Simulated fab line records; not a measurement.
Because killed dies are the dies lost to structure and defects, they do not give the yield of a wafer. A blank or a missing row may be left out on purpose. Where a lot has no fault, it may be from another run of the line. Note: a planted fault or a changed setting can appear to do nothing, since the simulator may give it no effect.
Matching of chambers + flow n5 finfet + N5_ILD0_CMP_03 on cmp-02: 4 sister chambers
The step polishes, stops on SiNx, t overpolish 1.9 s, target thk 197.38 nm. 8 wafers are shown with their chamber, then 7 later ones without.

WAFERS WITH THEIR CHAMBER
| wafer  | chamber | motor current A (A) | time to endpoint s (s) |
|--------|---------|---------------------|------------------------|
| L079.5 | 2       | 12.6                | 80                     |
| L081.5 | 3       | 11.8                | 68                     |
| L082.1 | 3       | 11.4                | 69                     |
| L083.3 | 1       | 13.1                | 68                     |
| L083.4 | 0       | 14.0                | 67                     |
| L083.5 | 0       | 12.9                | 68                     |
| L084.3 | 2       | 12.3                | 74                     |
| L084.4 | 1       | 13.2                | 75                     |

WAFERS WITH NO CHAMBER GIVEN
| wafer  | motor current A (A) | time to endpoint s (s) |
|--------|---------------------|------------------------|
| L084.6 | 13.4                | 74                     |
| L086.2 | 12.9                | 71                     |
| L086.3 | 12.8                | 63                     |
| L086.5 | 13.7                | 70                     |
| L087.3 | 13.9                | 63                     |
| L087.4 | 11.4                | 65                     |
| L087.5 | 13.2                | 70                     |

CHAMBER TAKEN BY EACH
| wafer  | from the rows above          | in truth |
|--------|------------------------------|----------|
| L084.6 | can't be placed: 1 or 0 or 2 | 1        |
| L086.2 | can't be placed: 1 or 0 or 2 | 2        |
| L086.3 | can't be placed: 0 or 1 or 3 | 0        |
| L086.5 | can't be placed: 0 or 1      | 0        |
| L087.3 | can't be placed: 0 or 1      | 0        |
| L087.4 | 3                            | 3        |
| L087.5 | can't be placed: 1 or 0      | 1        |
1 of 7 placed correctly. Cannot be placed on the basis of these rows: 6; the candidates contain the true chamber in 6. 0 placed wrongly.
How it was worked out, from the rows above alone: a wafer's distance from a chamber is the root of the sum, over the readings, of the square of ((its reading less the chamber's mean) divided by the reading's scatter). The wafer belongs to the nearest chamber; if the next one is less than 2 further off, it can't be placed. A chamber's mean is the mean of its shown wafers. The scatter: take each reading less its chamber's mean, square it, sum over the shown wafers, divide by the number of wafers less the number of chambers, and take the root.
